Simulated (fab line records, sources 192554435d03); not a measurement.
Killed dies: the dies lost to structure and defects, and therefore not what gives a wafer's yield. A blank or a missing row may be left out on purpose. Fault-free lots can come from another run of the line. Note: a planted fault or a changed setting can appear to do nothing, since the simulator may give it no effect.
The tool behind it: which one? | flow n5-finfet | Sampling: 6 lots, 16 wafers, 4 of 1938 route steps

## WHAT THE GAUGES READ, wafer by wafer
N5_BEOL_M10_INSPECT_13: inspects for defects (brightfield).
lot  | measured     | on                | raw-defect-count
L844 | day 10 05:41 | defect-inspect-02 | 447 402 462
L851 | day 11 13:44 | defect-inspect-02 | 327 522 324
L855 | day 13 08:32 | defect-inspect-02 | 250 309 478
L860 | day 14 03:01 | defect-inspect-01 | 240 295
L862 | day 16 03:46 | defect-inspect-01 | 378 462 457
L866 | day 17 09:15 | defect-inspect-02 | 2067 379

## WHICH TOOL RAN EACH LOT (tool, then ch and the chambers of the sampled wafers, then the start)
lot  | N5_BEOL_M9_DEGAS_44          | N5_BEOL_M9_CMP_52             | N5_BEOL_M10_PECVD_70
L844 | pvd-sputter-01, day 9 23:55  | cmp-02 ch 0,1, day 10 01:02   | pecvd-01 ch 0,1, day 10 02:10
L851 | pvd-sputter-01, day 11 10:38 | cmp-04 ch 1,2,3, day 11 11:52 | pecvd-03 ch 0,2, day 11 12:59
L855 | pvd-sputter-03, day 13 03:57 | cmp-02 ch 0,1,3, day 13 06:44 | pecvd-03 ch 0,1,2, day 13 07:49
L860 | pvd-sputter-02, day 13 23:13 | cmp-04 ch 1,3, day 14 01:02   | pecvd-01 ch 1, day 14 02:08
L862 | pvd-sputter-02, day 16 00:50 | cmp-02 ch 0,2,3, day 16 02:15 | pecvd-04 ch 1,2, day 16 03:16
L866 | pvd-sputter-02, day 17 04:52 | cmp-02 ch 0,2, day 17 07:20   | pecvd-01 ch 0,1, day 17 08:20
- N5_BEOL_M9_DEGAS_44: time 60 s.
- N5_BEOL_M9_CMP_52: polishes, stops on SiCOH lowk, t overpolish 7 s, target thk 140 nm.
- N5_BEOL_M10_PECVD_70: deposits SiO2 from TEOS/O2, target thk 20 nm, time 22.7 s.

## THE ANSWER, worked out from the rows above alone
Rule: usual is defined by the lots themselves. The widest of any qualifying gaps counts: lots, ordered by their means at a reading, are off when they make up no more than a third of the lots, leave a main group of 4 or more, and stand apart from it by 3 or more times the standard deviation of that group's means. A main group whose means are all the same, to the digits that the tables above print for the reading, isn't used. A lot without any number at a reading at which 4 lots or more have one is off too. Where the step has rows for the other lots, those lots are counted as sound.
Off, at N5_BEOL_M10_INSPECT_13 on raw-defect-count: L866. The main group: mean 375, standard deviation 63.
A tool fits if, at a process step before that reading, it ran every lot that is off, and no sound lot after the first of them. The gauges at N5_BEOL_M10_INSPECT_13 are tried like those tools. Can't be told from this: 4 tools fit, pvd-sputter-02 at N5_BEOL_M9_DEGAS_44, cmp-02 at N5_BEOL_M9_CMP_52, pecvd-01 at N5_BEOL_M10_PECVD_70, defect-inspect-02 at N5_BEOL_M10_INSPECT_13.

## WHAT THE SIMULATOR HAD PUT IN
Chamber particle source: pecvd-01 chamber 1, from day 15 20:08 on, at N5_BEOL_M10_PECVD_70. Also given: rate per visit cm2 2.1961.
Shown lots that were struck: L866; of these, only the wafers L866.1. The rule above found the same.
